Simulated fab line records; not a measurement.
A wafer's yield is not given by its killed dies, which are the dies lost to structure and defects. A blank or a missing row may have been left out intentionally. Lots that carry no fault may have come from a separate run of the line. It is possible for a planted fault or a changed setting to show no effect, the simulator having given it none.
fab line records	flow nand_harc
record lots=13	wafers=37	last_day=33
route steps=1302 shown A_SOURCE_PLATE@423 A_ONON_D1@439 A_CHANNEL_HOLE_D1@465 END@1302
lots untouched by any fault: they come from a run of this same line in which no faults occurred
start_h: hours from the record's first day to the start of the lot's first wafer shown	wait_h: time in hours since the lot's previous step	" repeats the value in the row above	L1.1+2: a single row standing in for several wafers	- no value, or no start was given	* or withheld: withheld	< > ~ a bound
route shown NAME@n: NAME is a module with steps in the file, n the number in the route of the first one	usual: mean and standard deviation over wafers with no fault	same: alike in all rows	chamber/n: place in a boat	sites: readings site by site	_std_site: standard deviation of those values	_edge_site: mean of outer sites minus mean of inner sites	radius_mm: how far each site lies from the wafer's centre	mask NAME#n: copy n	behind: the most recent tool/chamber to have shaped the wafer	hold: cause of the lot's hold/its duration in hours/its outcome	device: the transistor (n, p or np) that didn't switch	end of line: tests run on the same wafers once the route is complete	a step with no rows: only its recipe	killed: not the wafer's yield, but the dies lost to structure and defects at the first sort	map: shows each die of a wafer: x if killed, . if not, _ if none is there
set.NAME: the run value of the setting; set.NAME@STEP: its run value at that earlier step	model.NAME: the simulator's own value behind a step, which no gauge read
steps of the route over a sample of lots; a table a step, a row a wafer
services: the hour from which a tool's chamber was out of use, counted from the record's first day as start_h (under 0 if before that day), plus the number of hours and why
## steps
# step NHARC_A_SOURCE_PLATE_INSPECT_08
# usual raw_defect_count=60/27
lot.wafer	tool	chamber	start_h	wait_h	raw_defect_count
L925.1	defect_inspect-02	-	193.15	0.0	69
L925.4	"	-	"	"	79
L925.5	"	-	"	"	52
L926.4	defect_inspect-01	-	201.57	0.0	41
L926.5	"	-	"	"	77
L926.6	"	-	"	"	101
L927.4	defect_inspect-02	-	211.24	0.0	94
L927.5	"	-	"	"	33
L930.1	defect_inspect-02	-	244.68	0.0	53
L930.5	"	-	"	"	46
L933.1	defect_inspect-02	-	282.88	0.0	43
L933.2	"	-	"	"	124
L933.4	"	-	"	"	44
L937.2	defect_inspect-01	-	304.79	0.0	56
L937.3	"	-	"	"	55
L937.5	"	-	"	"	50
L936.3	defect_inspect-02	-	304.79	0.0	47
L936.5	"	-	"	"	18
L936.6	"	-	"	"	39
L935.1	defect_inspect-01	-	304.80	0.0	50
L935.5	"	-	"	"	24
L935.6	"	-	"	"	35
L938.1	defect_inspect-02	-	325.76	0.0	98
L938.2	"	-	"	"	103
L938.5	"	-	"	"	117
L940.1	defect_inspect-02	-	342.98	0.0	41
L940.2	"	-	"	"	38
L940.3	"	-	"	"	34
L941.1	defect_inspect-02	-	352.74	0.0	52
L941.4	"	-	"	"	44
L941.6	"	-	"	"	53
L942.3	defect_inspect-02	-	364.38	0.0	37
L942.4	"	-	"	"	78
L942.5	"	-	"	"	49
L944.2	defect_inspect-01	-	388.35	0.0	99
L944.4	"	-	"	"	57
L944.6	"	-	"	"	61
# step NHARC_A_ONON_D1_THK_MEAS_21
# recipe thk_meas_gauge=ellipsometry
# usual thk_nm=998/9.5
lot.wafer	tool	chamber	start_h	wait_h	thk_nm
L925.1	film_metro-02	-	204.53	-	979
L925.4	"	-	"	"	980
L925.5	"	-	"	"	980
L926.4	film_metro-02	-	213.13	-	1009
L926.5	"	-	"	"	1011
L926.6	"	-	"	"	1009
L927.4	film_metro-02	-	222.77	-	1012
L927.5	"	-	"	"	1010
L930.1	film_metro-01	-	255.88	-	990
L930.5	"	-	"	"	991
L933.1	film_metro-02	-	293.93	-	992
L933.2	"	-	"	"	993
L933.4	"	-	"	"	994
L936.3	film_metro-02	-	316.76	-	999
L936.5	"	-	"	"	997
L936.6	"	-	"	"	997
L937.2	film_metro-01	-	316.76	-	999
L937.3	"	-	"	"	1001
L937.5	"	-	"	"	999
L935.1	film_metro-02	-	316.78	-	1003
L935.5	"	-	"	"	1005
L935.6	"	-	"	"	1004
L938.1	film_metro-02	-	340.27	-	999
L938.2	"	-	"	"	999
L938.5	"	-	"	"	998
L940.1	film_metro-02	-	357.20	-	999
L940.2	"	-	"	"	999
L940.3	"	-	"	"	1001
L941.1	film_metro-02	-	364.34	-	991
L941.4	"	-	"	"	991
L941.6	"	-	"	"	992
L942.3	film_metro-01	-	375.53	-	1003
L942.4	"	-	"	"	1003
L942.5	"	-	"	"	1002
L944.2	film_metro-02	-	400.42	-	1002
L944.4	"	-	"	"	1000
L944.6	"	-	"	"	1003
# step NHARC_A_ONON_D1_DEP_25
# recipe target_thk_a=10000	n2_flow_sccm=2750	n2o_flow_sccm=2000	nh3_flow_sccm=500	sih4_flow_sccm=210	temp_c=400
lot.wafer	tool	chamber	start_h	wait_h
L925.1+4+5	pecvd_onon-03	0	205.16	0.1
L926.4+5+6	pecvd_onon-03	0	213.93	0.2
L927.4+5	pecvd_onon-03	0	223.57	0.2
L930.1+5	pecvd_onon-03	0	256.50	0.1
L933.1+2+4	pecvd_onon-02	0	294.56	0.1
L935.1+5+6	pecvd_onon-01	0	317.39	0.1
L937.2+3+5	pecvd_onon-02	0	317.45	0.1
L936.3+5+6	pecvd_onon-03	0	317.50	0.2
L938.1+2+5	pecvd_onon-03	0	340.90	0.1
L940.1+2+3	pecvd_onon-03	0	357.83	0.1
L941.1+4+6	pecvd_onon-03	0	364.96	0.1
L942.3+4+5	pecvd_onon-01	0	376.26	0.2
L944.2+4+6	pecvd_onon-03	0	401.09	0.1
# step NHARC_A_ONON_D1_THK_MEAS_27
# recipe thk_meas_gauge=ellipsometry
# usual thk_nm=997/9.9
lot.wafer	tool	chamber	start_h	wait_h	thk_nm
L925.1	film_metro-02	-	205.67	-	996
L925.4	"	-	"	"	995
L925.5	"	-	"	"	995
L926.4	film_metro-02	-	214.27	-	1242
L926.5	"	-	"	"	1242
L926.6	"	-	"	"	1002
L927.4	film_metro-01	-	223.90	-	1228
L927.5	"	-	"	"	1227
L930.1	film_metro-02	-	257.01	-	978
L930.5	"	-	"	"	1217
L933.1	film_metro-01	-	295.07	-	1005
L933.2	"	-	"	"	1005
L933.4	"	-	"	"	1006
L936.3	film_metro-02	-	317.89	-	997
L936.5	"	-	"	"	996
L936.6	"	-	"	"	997
L937.2	film_metro-01	-	317.90	-	992
L937.3	"	-	"	"	994
L937.5	"	-	"	"	994
L935.1	film_metro-02	-	317.91	-	1015
L935.5	"	-	"	"	1017
L935.6	"	-	"	"	1017
L938.1	film_metro-02	-	341.40	-	995
L938.2	"	-	"	"	996
L938.5	"	-	"	"	996
L940.1	film_metro-02	-	358.33	-	1000
L940.2	"	-	"	"	1000
L940.3	"	-	"	"	999
L941.1	film_metro-01	-	365.48	-	989
L941.4	"	-	"	"	988
L941.6	"	-	"	"	990
L942.3	film_metro-01	-	376.66	-	985
L942.4	"	-	"	"	986
L942.5	"	-	"	"	986
L944.2	film_metro-01	-	401.54	-	996
L944.4	"	-	"	"	994
L944.6	"	-	"	"	993
# step NHARC_A_CHANNEL_HOLE_D1_DESCUM_15
# recipe time_s=3	o2_flow_sccm=200	ar_flow_sccm=0	bias_power_w=0	chemistry=O2
# usual drypump_motor_current_A=5.6/0.41	mfc_ar_sccm=0.008/0.008	oes_product_au=0.999/0.012	rf_vpp_V=57.8/0.87	showerhead_plenum_p_Torr=1.90/0.082	throttle_valve_pct=11.310/0.0089
# same time_s=3
lot.wafer	tool	chamber	start_h	wait_h	drypump_motor_current_A	mfc_ar_sccm	oes_product_au	rf_hours_counter_h	rf_vpp_V	showerhead_plenum_p_Torr	throttle_valve_pct
L925.1	rie_diel-05	1	209.84	0.1	5.5	0.001	0.996	13	56.5	1.83	11.318
L925.4	"	0	"	"	5.3	0	0.992	13	58.6	2.01	11.310
L925.5	"	1	"	"	5.5	0.001	0.996	-	57.0	1.83	11.318
L926.6	rie_diel-09	0	221.92	0.1	5.9	0	0.996	-	56.7	2.00	11.311
L930.1	rie_diel-05	0	266.39	0.1	5.3	0	1.011	2	58.2	2.00	11.309
L933.4	rie_diel-05	0	303.08	0.1	5.3	0	1.010	5	57.1	2.00	11.314
L933.2	"	1	"	"	5.5	0.001	1.005	5	57.7	1.82	11.309
L933.1	"	2	"	"	6.3	0.013	0.988	6	57.9	1.80	11.335
L936.3	rie_diel-05	3	321.78	0.1	5.2	0.012	1.004	7	58.6	1.91	11.295
L936.5	"	3	"	"	5.1	0.012	1.005	-	58.2	1.91	11.309
L936.6	"	0	"	"	5.3	0	1.027	-	58.9	2.00	11.298
L937.2	rie_diel-12	1	322.08	0.1	5.9	0.014	1.002	16	58.9	1.95	11.320
L937.3	"	2	"	"	5.6	0	1.023	16	58.8	1.98	11.296
L937.5	"	2	"	"	5.6	0	1.016	-	57.6	1.98	11.303
L935.1	rie_diel-05	3	322.26	0.1	5.2	0.012	0.993	7	57.9	1.91	11.305
L935.6	"	3	"	"	5.2	0.012	1.001	-	58.5	1.91	11.320
L935.5	"	0	"	"	5.3	0	1.013	-	56.5	2.00	11.322
L938.1	rie_diel-05	1	345.31	0.1	5.5	0.001	1.012	9	58.7	1.82	11.315
L938.2	"	2	"	"	6.3	0.013	0.986	9	56.3	1.80	11.317
L938.5	"	2	"	"	6.3	0.013	0.991	-	57.9	1.80	11.315
L940.3	rie_diel-05	1	362.61	0.1	5.5	0.001	1.003	10	56.6	1.82	11.311
L940.2	"	2	"	"	6.3	0.013	0.989	11	57.2	1.80	11.314
L940.1	"	3	"	"	5.2	0.012	0.997	11	58.7	1.91	11.317
L941.1	rie_diel-05	1	370.14	0.1	5.5	0.001	1.001	11	57.4	1.82	11.310
L941.4	"	3	"	"	5.2	0.012	0.988	12	56.0	1.91	11.316
L941.6	"	1	"	"	5.5	0.001	1.008	-	57.6	1.82	11.330
L942.3	rie_diel-05	2	381.80	0.1	6.3	0.013	0.986	13	56.8	1.80	11.317
L942.4	"	3	"	"	5.2	0.012	0.995	14	56.1	1.91	11.310
L942.5	"	1	"	"	5.5	0.001	1.013	-	58.2	1.82	11.300
L944.2	rie_diel-05	3	406.14	0.1	5.2	0.012	1.004	16	57.7	1.91	11.319
L944.4	"	0	"	"	5.3	0	0.999	14	58.0	2.00	11.313
L944.6	"	3	"	"	5.2	0.012	0.990	-	58.1	1.91	11.327
# step NHARC_END_SORT_01
# recipe temp_c=25
# usual killed_at_array=56/19	killed_at_other=0.8/1.1	killed_at_periphery=3.4/2.5	killed_dies=60/19	killed_open=2.9/1.7	killed_short=2.4/1.6
# same gross_dies=677
lot.wafer	tool	chamber	start_h	wait_h	killed_at_array	killed_at_other	killed_at_periphery	killed_dies	killed_open	killed_short
L926.4	prober-01	0	604.09	3.4	677	0	0	677	2	2
L926.5	prober-01	0	604.88	3.7	677	0	0	677	1	1
L926.6	prober-01	0	605.68	4.0	65	0	4	69	3	2
L927.4	prober-01	0	634.01	3.4	675	1	1	677	4	2
L927.5	prober-01	0	634.81	3.7	672	3	2	677	3	4
L930.1	prober-02	0	649.13	2.5	94	0	3	97	4	2
L930.5	prober-02	0	652.37	3.7	672	0	5	677	5	3
# killed by level:class
L926.4 A_ONON_D1:area_dep=615 A_SLIT:chamber_film_flake=25 A_CHANNEL_HOLE_D2:chamber_film_flake=23 A_CHANNEL_FILL_D1:chamber_film_flake=4 A_ONON_D1:geometric_particle:open=1 A_CHANNEL_FILL_D1:geometric_particle:short=1 A_CHANNEL_HOLE_D2:geometric_particle:open=1 A_STAIRCASE:geometric_particle:short=1
L926.5 A_ONON_D1:area_dep=602 A_CHANNEL_HOLE_D2:chamber_film_flake=30 A_SLIT:chamber_film_flake=28 A_CHANNEL_HOLE_D1:chamber_film_flake=6 A_DECK1_JOINT:chamber_film_flake=2 A_CHANNEL_FILL_D2:chamber_film_flake=2 A_STAIRCASE:chamber_film_flake=2 A_CONTACT:chamber_film_flake=2
L926.6 A_CHANNEL_HOLE_D2:chamber_film_flake=25 A_SLIT:chamber_film_flake=25 A_CHANNEL_FILL_D1:chamber_film_flake=3 A_STAIRCASE:chamber_film_flake=3 P_GATE:chamber_film_flake=2 A_DECK1_JOINT:chamber_film_flake=2 P_GATE:geometric_particle:open=1 P_CONTACT:geometric_particle:open=1
L927.4 A_ONON_D1:area_dep=623 A_SLIT:chamber_film_flake=28 A_CHANNEL_HOLE_D2:chamber_film_flake=7 A_CHANNEL_FILL_D2:chamber_film_flake=3 A_CONTACT:chamber_film_flake=3 A_STAIRCASE:chamber_film_flake=2 P_M0:geometric_particle:open=1 A_SOURCE_PLATE:geometric_particle:open=1
L927.5 A_ONON_D1:area_dep=609 A_SLIT:chamber_film_flake=35 A_CHANNEL_FILL_D2:chamber_film_flake=6 A_CHANNEL_HOLE_D1:chamber_film_flake=4 A_CHANNEL_HOLE_D2:chamber_film_flake=4 A_DECK1_JOINT:chamber_film_flake=3 A_CHANNEL_FILL_D1:chamber_film_flake=2 A_STAIRCASE:chamber_film_flake=2
L930.1 A_SLIT:chamber_film_flake=33 A_CHANNEL_HOLE_D1:chamber_film_flake=29 A_CHANNEL_HOLE_D2:chamber_film_flake=23 P_CONTACT:chamber_film_flake=2 A_DECK1_JOINT:chamber_film_flake=2 P_M0:geometric_particle:open=1 A_ONON_D1:geometric_particle:open=1 A_ONON_D1:geometric_particle:short=1
L930.5 A_ONON_D1:area_dep=568 A_SLIT:chamber_film_flake=36 A_CHANNEL_HOLE_D1:chamber_film_flake=30 A_CHANNEL_HOLE_D2:chamber_film_flake=27 A_BLC:geometric_particle:open=2 A_CONTACT:chamber_film_flake=2 P_CONTACT:geometric_particle:short=1 P_CONTACT:geometric_particle:open=1
## services
tool	chamber	start_h	hours	kind
rie_diel-09	1	182.67	15.7	repair
rie_diel-05	0	184.32	-	clean
rie_diel-05	1	184.32	-	clean
rie_diel-05	2	184.32	-	clean
rie_diel-05	3	184.32	-	clean
pecvd_onon-02	-	185.00	13.0	pm
rie_diel-12	2	200.63	10.0	repair
rie_diel-05	0	208.82	-	clean
rie_diel-05	1	208.82	-	clean
rie_diel-05	2	208.82	-	clean
rie_diel-12	0	212.52	8.3	repair
pecvd_onon-03	-	227.05	13.0	pm
rie_diel-09	2	229.23	8.9	repair
rie_diel-05	-	229.60	9.0	pm
rie_diel-12	1	238.83	9.6	repair
rie_diel-12	-	268.96	9.0	pm
pecvd_onon-01	-	269.31	13.0	pm
pecvd_onon-02	-	309.50	1.2	repair
rie_diel-09	-	320.14	9.0	pm
rie_diel-05	0	335.23	14.1	repair
rie_diel-09	1	343.46	7.0	repair
rie_diel-09	1	351.65	5.3	repair
pecvd_onon-02	-	366.00	13.0	pm
rie_diel-09	2	384.43	16.1	repair
## key
first_sign step=NHARC_A_ONON_D1_THK_MEAS_27	reading=thk_nm	direction=up	sigmas=24	usual=997	struck=1231
effect step=NHARC_END_SORT_01	reading=killed_at_array	direction=up	sigmas=33	usual=56	struck=675
more_kills_born_at NHARC_A_ONON_D1_DEP_25@pecvd_onon-03=3017
met_at NHARC_A_ONON_D1_DEP_25
struck_lots L926,L927,L930
struck_wafers L926.4,L926.5,L927.4,L927.5,L930.5
later_rows_left_out L926.4,L926.5,L927.4,L927.5,L930.5
tester_left_out L926,L927,L930
not_acting_at NHARC_A_SOURCE_PLATE_INSPECT_08,NHARC_A_ONON_D1_THK_MEAS_21,NHARC_A_CHANNEL_HOLE_D1_DESCUM_15
onset_between 205.16 213.93
fault kind=process_parameter_drift	tool=pecvd_onon-03	chamber=-	onset_h=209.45	steps=NHARC_A_ONON_D1_DEP_25	channel=target_thk_a	offset=*	shape=step	end_h=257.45	scope=struck_wafers_only	acts_in=*	stated=*
# tester_left_out: of these lots the tester's yield and bins aren't shown, on N5 and GAA mostly nor the transistor test; their killed dies are dies lost to structure and defects alone, not to doping, threshold or leakage, so they don't give the yield
# later_rows_left_out: the simulator's readings of these wafers behind a module that went badly wrong aren't trusted and aren't shown, but for the sort
